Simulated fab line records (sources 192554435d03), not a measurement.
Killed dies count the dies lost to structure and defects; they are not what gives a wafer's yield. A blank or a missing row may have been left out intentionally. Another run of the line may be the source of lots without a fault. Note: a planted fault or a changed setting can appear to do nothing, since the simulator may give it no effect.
Which tool was responsible? || flow n5Finfet || Sampling: 11 lots, 30 wafers, 5 of 1938 route steps

WHAT THE GAUGES SHOWED, per wafer
N5_BEOL_M4_RC_MEAS_101. Usual: DIBL_N 36.7 mV/V, standard deviation 1.8; DIBL_P 37.0 mV/V, standard deviation 2.4; IOFF_N 0.17 nA/um, standard deviation 0.036; IOFF_P 0.22 nA/um, standard deviation 0.042; ION_N 673 uA/um, standard deviation 12; ION_P 462 uA/um, standard deviation 8.5; SS_N 71.7 mV/dec, standard deviation 0.62; SS_P 73.4 mV/dec, standard deviation 0.65; VT_N 250 mV, standard deviation 3.7; VT_P -250 mV, standard deviation 3.7.
{"lot": "L463", "measured": "day 8 22:50", "on": "prober-01", "DIBL_N (mV/V)": "38.0 36.5 37.5", "DIBL_P (mV/V)": "39.7 37.5 39.1", "IOFF_N (nA/um)": "0.19 0.16 0.18", "IOFF_P (nA/um)": "0.24 0.20 0.23", "ION_N (uA/um)": "682 676 678", "ION_P (uA/um)": "462 460 458", "SS_N (mV/dec)": "72.3 71.0 71.5", "SS_P (mV/dec)": "73.6 73.5 74.0", "VT_N (mV)": "247 250 248", "VT_P (mV)": "-250 -252 -251", "flag": ""}
{"lot": "L466", "measured": "day 9 19:53", "on": "prober-02", "DIBL_N (mV/V)": "38.2 35.4 36.1", "DIBL_P (mV/V)": "38.0 34.7 35.7", "IOFF_N (nA/um)": "0.18 0.13 0.15", "IOFF_P (nA/um)": "0.24 0.20 0.21", "ION_N (uA/um)": "671 674 661", "ION_P (uA/um)": "462 470 462", "SS_N (mV/dec)": "72.3 71.2 71.0", "SS_P (mV/dec)": "73.9 72.7 72.8", "VT_N (mV)": "249 253 250", "VT_P (mV)": "-246 -248 -251", "flag": ""}
{"lot": "L467", "measured": "day 9 22:57", "on": "prober-02", "DIBL_N (mV/V)": "34.1 36.1 33.6", "DIBL_P (mV/V)": "34.9 36.7 34.7", "IOFF_N (nA/um)": "0.11 0.13 0.11", "IOFF_P (nA/um)": "0.15 0.18 0.15", "ION_N (uA/um)": "642 654 647", "ION_P (uA/um)": "447 443 446", "SS_N (mV/dec)": "71.1 71.3 70.5", "SS_P (mV/dec)": "73.3 72.7 72.5", "VT_N (mV)": "257 257 256", "VT_P (mV)": "-253 -252 -255", "flag": ""}
{"lot": "L468", "measured": "day 9 12:34", "on": "prober-01", "DIBL_N (mV/V)": "37.7 34.6 35.9", "DIBL_P (mV/V)": "38.4 34.7 35.1", "IOFF_N (nA/um)": "0.17 0.13 0.14", "IOFF_P (nA/um)": "0.21 0.16 0.17", "ION_N (uA/um)": "670 671 655", "ION_P (uA/um)": "455 456 447", "SS_N (mV/dec)": "72.2 71.1 71.1", "SS_P (mV/dec)": "73.5 72.0 73.6", "VT_N (mV)": "251 252 252", "VT_P (mV)": "-253 -255 -254", "flag": ""}
{"lot": "L470", "measured": "day 10 08:27", "on": "prober-02", "DIBL_N (mV/V)": "36.2 33.3 37.4", "DIBL_P (mV/V)": "37.7 33.2 38.6", "IOFF_N (nA/um)": "0.16 0.12 0.18", "IOFF_P (nA/um)": "0.22 0.17 0.25", "ION_N (uA/um)": "675 663 677", "ION_P (uA/um)": "471 460 468", "SS_N (mV/dec)": "71.6 71.1 72.3", "SS_P (mV/dec)": "73.5 72.6 73.3", "VT_N (mV)": "249 254 248", "VT_P (mV)": "-246 -251 -248", "flag": ""}
{"lot": "L472", "measured": "day 10 21:43", "on": "prober-01", "DIBL_N (mV/V)": "35.9 35.4 37.8", "DIBL_P (mV/V)": "35.9 35.4 37.7", "IOFF_N (nA/um)": "0.17 0.15 0.20", "IOFF_P (nA/um)": "0.25 0.24 0.29", "ION_N (uA/um)": "683 667 672", "ION_P (uA/um)": "479 470 474", "SS_N (mV/dec)": "71.0 72.1 71.9", "SS_P (mV/dec)": "72.7 72.2 73.1", "VT_N (mV)": "246 250 245", "VT_P (mV)": "-243 -244 -243", "flag": ""}
{"lot": "L474", "measured": "day 10 21:02", "on": "prober-02", "DIBL_N (mV/V)": "37.4 36.3 37.2", "DIBL_P (mV/V)": "38.1 37.3 36.4", "IOFF_N (nA/um)": "0.18 0.16 0.16", "IOFF_P (nA/um)": "0.23 0.23 0.21", "ION_N (uA/um)": "675 687 689", "ION_P (uA/um)": "459 471 470", "SS_N (mV/dec)": "71.5 71.8 71.9", "SS_P (mV/dec)": "74.1 73.4 73.1", "VT_N (mV)": "248 249 248", "VT_P (mV)": "-251 -250 -250", "flag": ""}
{"lot": "L475", "measured": "day 11 22:43", "on": "prober-01", "DIBL_N (mV/V)": "36.3 31.7 38.1", "DIBL_P (mV/V)": "38.6 31.5 40.0", "IOFF_N (nA/um)": "0.17 0.10 0.20", "IOFF_P (nA/um)": "0.25 0.15 0.28", "ION_N (uA/um)": "680 651 668", "ION_P (uA/um)": "468 457 464", "SS_N (mV/dec)": "71.7 69.3 72.6", "SS_P (mV/dec)": "74.3 72.0 74.5", "VT_N (mV)": "246 256 248", "VT_P (mV)": "-247 -250 -248", "flag": ""}
{"lot": "L481", "measured": "day 12 23:07", "on": "prober-02", "DIBL_N (mV/V)": "38.5 35.7", "DIBL_P (mV/V)": "35.5 33.9", "IOFF_N (nA/um)": "0.19 0.16", "IOFF_P (nA/um)": "0.22 0.20", "ION_N (uA/um)": "677 686", "ION_P (uA/um)": "463 471", "SS_N (mV/dec)": "73.4 71.4", "SS_P (mV/dec)": "73.6 72.8", "VT_N (mV)": "249 250", "VT_P (mV)": "-246 -249", "flag": ""}
{"lot": "L482", "measured": "day 13 13:11", "on": "prober-02", "DIBL_N (mV/V)": "38.3 39.1", "DIBL_P (mV/V)": "37.9 38.4", "IOFF_N (nA/um)": "0.18 0.19", "IOFF_P (nA/um)": "0.22 0.22", "ION_N (uA/um)": "678 690", "ION_P (uA/um)": "469 464", "SS_N (mV/dec)": "72.0 72.5", "SS_P (mV/dec)": "73.0 73.6", "VT_N (mV)": "247 247", "VT_P (mV)": "-251 -251", "flag": ""}
{"lot": "L483", "measured": "day 13 12:42", "on": "prober-01", "DIBL_N (mV/V)": "37.6 32.1", "DIBL_P (mV/V)": "36.2 30.0", "IOFF_N (nA/um)": "0.17 0.10", "IOFF_P (nA/um)": "0.22 0.14", "ION_N (uA/um)": "675 662", "ION_P (uA/um)": "459 456", "SS_N (mV/dec)": "71.5 70.7", "SS_P (mV/dec)": "73.6 72.4", "VT_N (mV)": "249 256", "VT_P (mV)": "-252 -255", "flag": ""}

TOOL THAT RAN EACH LOT (tool first, then ch and the chambers of the sampled wafers, then the start)
{"lot": "L463", "N5_BEOL_M0_ANNEAL_133": "pvdSputter-01, day 6 01:40", "N5_BEOL_M0_SPUTTER_134": "pvdSputter-01, day 6 01:43", "N5_BEOL_M0_CO_CAP_123": "cvdCo-01 ch 0,2, day 6 02:58", "N5_BEOL_M1_PECVD_72": "pecvd-03 ch 0,1,2, day 6 03:20"}
{"lot": "L466", "N5_BEOL_M0_ANNEAL_133": "pvdSputter-01, day 6 13:24", "N5_BEOL_M0_SPUTTER_134": "pvdSputter-01, day 6 13:26", "N5_BEOL_M0_CO_CAP_123": "cvdCo-02 ch 0,1,2, day 6 14:40", "N5_BEOL_M1_PECVD_72": "pecvd-03 ch 1,2, day 6 15:02"}
{"lot": "L467", "N5_BEOL_M0_ANNEAL_133": "pvdSputter-01, day 6 18:38", "N5_BEOL_M0_SPUTTER_134": "pvdSputter-01, day 6 18:41", "N5_BEOL_M0_CO_CAP_123": "cvdCo-01 ch 1,2, day 6 21:04", "N5_BEOL_M1_PECVD_72": "pecvd-02 ch 0,1,2, day 6 21:27"}
{"lot": "L468", "N5_BEOL_M0_ANNEAL_133": "pvdSputter-01, day 7 06:01", "N5_BEOL_M0_SPUTTER_134": "pvdSputter-01, day 7 06:03", "N5_BEOL_M0_CO_CAP_123": "cvdCo-02 ch 0,1,2, day 7 07:02", "N5_BEOL_M1_PECVD_72": "pecvd-03 ch 0,1,2, day 7 07:23"}
{"lot": "L470", "N5_BEOL_M0_ANNEAL_133": "pvdSputter-01, day 7 18:48", "N5_BEOL_M0_SPUTTER_134": "pvdSputter-01, day 7 18:50", "N5_BEOL_M0_CO_CAP_123": "cvdCo-01 ch 0,1, day 7 19:50", "N5_BEOL_M1_PECVD_72": "pecvd-02 ch 1,2, day 7 20:11"}
{"lot": "L472", "N5_BEOL_M0_ANNEAL_133": "pvdSputter-02, day 8 08:33", "N5_BEOL_M0_SPUTTER_134": "pvdSputter-02, day 8 08:35", "N5_BEOL_M0_CO_CAP_123": "cvdCo-02 ch 0,1, day 8 10:07", "N5_BEOL_M1_PECVD_72": "pecvd-03 ch 0,1,2, day 8 10:28"}
{"lot": "L474", "N5_BEOL_M0_ANNEAL_133": "pvdSputter-03, day 8 15:57", "N5_BEOL_M0_SPUTTER_134": "pvdSputter-03, day 8 15:59", "N5_BEOL_M0_CO_CAP_123": "cvdCo-01 ch 1,2, day 8 16:59", "N5_BEOL_M1_PECVD_72": "pecvd-04 ch 0,1,2, day 8 17:20"}
{"lot": "L475", "N5_BEOL_M0_ANNEAL_133": "pvdSputter-02, day 9 01:49", "N5_BEOL_M0_SPUTTER_134": "pvdSputter-02, day 9 01:52", "N5_BEOL_M0_CO_CAP_123": "cvdCo-02 ch 0,2, day 9 02:51", "N5_BEOL_M1_PECVD_72": "pecvd-02 ch 0,2, day 9 03:12"}
{"lot": "L481", "N5_BEOL_M0_ANNEAL_133": "pvdSputter-03, day 10 12:40", "N5_BEOL_M0_SPUTTER_134": "pvdSputter-03, day 10 12:43", "N5_BEOL_M0_CO_CAP_123": "cvdCo-01 ch 1,2, day 10 14:16", "N5_BEOL_M1_PECVD_72": "pecvd-03 ch 0, day 10 14:39"}
{"lot": "L482", "N5_BEOL_M0_ANNEAL_133": "pvdSputter-01, day 10 14:58", "N5_BEOL_M0_SPUTTER_134": "pvdSputter-01, day 10 15:01", "N5_BEOL_M0_CO_CAP_123": "cvdCo-01 ch 1,2, day 10 16:10", "N5_BEOL_M1_PECVD_72": "pecvd-03 ch 0,1, day 10 16:31"}
{"lot": "L483", "N5_BEOL_M0_ANNEAL_133": "pvdSputter-03, day 10 17:55", "N5_BEOL_M0_SPUTTER_134": "pvdSputter-03, day 10 17:58", "N5_BEOL_M0_CO_CAP_123": "cvdCo-01 ch 0,2, day 10 18:56", "N5_BEOL_M1_PECVD_72": "pecvd-04 ch 0, day 10 19:21"}
- N5_BEOL_M0_ANNEAL_133: time 60 s.
- N5_BEOL_M0_SPUTTER_134: material Cu, target thk 4 nm, time 7.37 s.
- N5_BEOL_M0_CO_CAP_123: material Co, precursor CCTBA/H2, target thk 2 nm, time 102.1 s.
- N5_BEOL_M1_PECVD_72: deposits SiO2 from TEOS/O2, target thk 16 nm, time 18 s.

AS READ BY THE TOOLS THEMSELVES (means over the sampled wafers that have a number; for cases with no such wafer, the mark the record gives instead)
N5_BEOL_M0_ANNEAL_133. Usual: heaterPowerW at 858 W, with a standard deviation of 87.
{"lot": "L463", "tool": "pvdSputter-01", "heaterPowerW (W)": 903, "flag": ""}
{"lot": "L466", "tool": "pvdSputter-01", "heaterPowerW (W)": 888, "flag": ""}
{"lot": "L467", "tool": "pvdSputter-01", "heaterPowerW (W)": 919, "flag": ""}
{"lot": "L468", "tool": "pvdSputter-01", "heaterPowerW (W)": 935, "flag": ""}
{"lot": "L470", "tool": "pvdSputter-01", "heaterPowerW (W)": 885, "flag": ""}
{"lot": "L472", "tool": "pvdSputter-02", "heaterPowerW (W)": 871, "flag": ""}
{"lot": "L474", "tool": "pvdSputter-03", "heaterPowerW (W)": 846, "flag": ""}
{"lot": "L475", "tool": "pvdSputter-02", "heaterPowerW (W)": 821, "flag": ""}
{"lot": "L481", "tool": "pvdSputter-03", "heaterPowerW (W)": 810, "flag": ""}
{"lot": "L482", "tool": "pvdSputter-01", "heaterPowerW (W)": 862, "flag": ""}
{"lot": "L483", "tool": "pvdSputter-03", "heaterPowerW (W)": 816, "flag": ""}

N5_BEOL_M0_SPUTTER_134. Usual: chamberPressurePa 0.07 Pa, standard deviation 0.00015; substrateTempC -20.01 C, standard deviation 0.1; throttleValvePct 30.4 %, standard deviation 1.
{"lot": "L463", "tool": "pvdSputter-01", "chamberPressurePa (Pa)": 0.07, "substrateTempC (C)": -20.03, "throttleValvePct (%)": 31.2, "flag": ""}
{"lot": "L466", "tool": "pvdSputter-01", "chamberPressurePa (Pa)": 0.07, "substrateTempC (C)": -20.02, "throttleValvePct (%)": 30.7, "flag": ""}
{"lot": "L467", "tool": "pvdSputter-01", "chamberPressurePa (Pa)": 0.07, "substrateTempC (C)": -19.99, "throttleValvePct (%)": 30.1, "flag": ""}
{"lot": "L468", "tool": "pvdSputter-01", "chamberPressurePa (Pa)": 0.07, "substrateTempC (C)": -19.93, "throttleValvePct (%)": 31.5, "flag": ""}
{"lot": "L470", "tool": "pvdSputter-01", "chamberPressurePa (Pa)": 0.07, "substrateTempC (C)": -20.03, "throttleValvePct (%)": 30.6, "flag": ""}
{"lot": "L472", "tool": "pvdSputter-02", "chamberPressurePa (Pa)": 0.07, "substrateTempC (C)": -19.97, "throttleValvePct (%)": 29.0, "flag": ""}
{"lot": "L474", "tool": "pvdSputter-03", "chamberPressurePa (Pa)": 0.07, "substrateTempC (C)": -20.07, "throttleValvePct (%)": 30.3, "flag": ""}
{"lot": "L475", "tool": "pvdSputter-02", "chamberPressurePa (Pa)": 0.07, "substrateTempC (C)": -20.05, "throttleValvePct (%)": 29.3, "flag": ""}
{"lot": "L481", "tool": "pvdSputter-03", "chamberPressurePa (Pa)": 0.07, "substrateTempC (C)": -19.98, "throttleValvePct (%)": 29.4, "flag": ""}
{"lot": "L482", "tool": "pvdSputter-01", "chamberPressurePa (Pa)": 0.07, "substrateTempC (C)": -20.03, "throttleValvePct (%)": 31.1, "flag": ""}
{"lot": "L483", "tool": "pvdSputter-03", "chamberPressurePa (Pa)": 0.07, "substrateTempC (C)": -19.92, "throttleValvePct (%)": 30.2, "flag": ""}

N5_BEOL_M0_CO_CAP_123. Usual: heaterPowerW 219 W, standard deviation 18; runLengthS 124.9 s, standard deviation 0.51.
{"lot": "L463", "tool": "cvdCo-01", "heaterPowerW (W)": 203, "runLengthS (s)": 124.8, "flag": ""}
{"lot": "L466", "tool": "cvdCo-02", "heaterPowerW (W)": 233, "runLengthS (s)": 125.1, "flag": ""}
{"lot": "L467", "tool": "cvdCo-01", "heaterPowerW (W)": 209, "runLengthS (s)": 125.5, "flag": ""}
{"lot": "L468", "tool": "cvdCo-02", "heaterPowerW (W)": 237, "runLengthS (s)": 125.1, "flag": ""}
{"lot": "L470", "tool": "cvdCo-01", "heaterPowerW (W)": 218, "runLengthS (s)": 125.0, "flag": ""}
{"lot": "L472", "tool": "cvdCo-02", "heaterPowerW (W)": 241, "runLengthS (s)": 125.1, "flag": ""}
{"lot": "L474", "tool": "cvdCo-01", "heaterPowerW (W)": 208, "runLengthS (s)": 125.2, "flag": ""}
{"lot": "L475", "tool": "cvdCo-02", "heaterPowerW (W)": 227, "runLengthS (s)": 124.9, "flag": ""}
{"lot": "L481", "tool": "cvdCo-01", "heaterPowerW (W)": 207, "runLengthS (s)": 99.8, "flag": "OFF"}
{"lot": "L482", "tool": "cvdCo-01", "heaterPowerW (W)": 204, "runLengthS (s)": 112.4, "flag": "OFF"}
{"lot": "L483", "tool": "cvdCo-01", "heaterPowerW (W)": 210, "runLengthS (s)": 99.2, "flag": "OFF"}

N5_BEOL_M1_PECVD_72. Usual: heaterPowerW 730 W, standard deviation 93; showerheadPlenumPTorr 8.80 Torr, standard deviation 0.056; throttleValvePct 22.6 %, standard deviation 1.
{"lot": "L463", "tool": "pecvd-03", "heaterPowerW (W)": 801, "showerheadPlenumPTorr (Torr)": 8.79, "throttleValvePct (%)": 22.9, "flag": ""}
{"lot": "L466", "tool": "pecvd-03", "heaterPowerW (W)": 727, "showerheadPlenumPTorr (Torr)": 8.79, "throttleValvePct (%)": 23.5, "flag": ""}
{"lot": "L467", "tool": "pecvd-02", "heaterPowerW (W)": 695, "showerheadPlenumPTorr (Torr)": 8.80, "throttleValvePct (%)": 21.9, "flag": ""}
{"lot": "L468", "tool": "pecvd-03", "heaterPowerW (W)": 715, "showerheadPlenumPTorr (Torr)": 8.81, "throttleValvePct (%)": 22.9, "flag": ""}
{"lot": "L470", "tool": "pecvd-02", "heaterPowerW (W)": 714, "showerheadPlenumPTorr (Torr)": 8.77, "throttleValvePct (%)": 21.7, "flag": ""}
{"lot": "L472", "tool": "pecvd-03", "heaterPowerW (W)": 773, "showerheadPlenumPTorr (Torr)": 8.81, "throttleValvePct (%)": 22.9, "flag": ""}
{"lot": "L474", "tool": "pecvd-04", "heaterPowerW (W)": 685, "showerheadPlenumPTorr (Torr)": 8.83, "throttleValvePct (%)": 23.5, "flag": ""}
{"lot": "L475", "tool": "pecvd-02", "heaterPowerW (W)": 725, "showerheadPlenumPTorr (Torr)": 8.78, "throttleValvePct (%)": 21.2, "flag": ""}
{"lot": "L481", "tool": "pecvd-03", "heaterPowerW (W)": 790, "showerheadPlenumPTorr (Torr)": 8.82, "throttleValvePct (%)": 22.1, "flag": ""}
{"lot": "L482", "tool": "pecvd-03", "heaterPowerW (W)": 852, "showerheadPlenumPTorr (Torr)": 8.82, "throttleValvePct (%)": 22.6, "flag": ""}
{"lot": "L483", "tool": "pecvd-04", "heaterPowerW (W)": 671, "showerheadPlenumPTorr (Torr)": 8.93, "throttleValvePct (%)": 23.1, "flag": ""}

THE ANSWER, worked out from the rows above alone
Rule: take the mean of a lot's wafers that have a number; if it is more than 3 standard deviations from the usual mean, the lot is off. A lot without any number at a reading at which 4 lots or more have one is off too. The other lots that the step has rows for count as sound. The gauges are gone through in route order, then the tools' own readings, and for those a lot's mean is taken as printed above. The first step at which some lot is off is used, and at that step the reading that is off furthest; a lot without a number counts as furthest.
Off at N5_BEOL_M0_CO_CAP_123 (runLengthS): L481, L482, L483.
A tool fits if, at that step or a process step before it, it ran every lot that is off, and no sound lot after the first of them. One fits: cvdCo-01 at N5_BEOL_M0_CO_CAP_123. Its last sound lot is L474 (day 8 16:59), its first lot that is off L481 (day 10 14:16): a fault that began between those two fits.
On the lots that are off, the tool's own readings at N5_BEOL_M0_CO_CAP_123 differ by more than 5 times the standard deviation of the sound lots' means, which bears it out; runLengthS reads 103.8 s there versus 125.1 s on the sound lots.

WHAT THE SIMULATOR PUT IN
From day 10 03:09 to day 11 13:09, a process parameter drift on cvdCo-01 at N5_BEOL_M0_CO_CAP_123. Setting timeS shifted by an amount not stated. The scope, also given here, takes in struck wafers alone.
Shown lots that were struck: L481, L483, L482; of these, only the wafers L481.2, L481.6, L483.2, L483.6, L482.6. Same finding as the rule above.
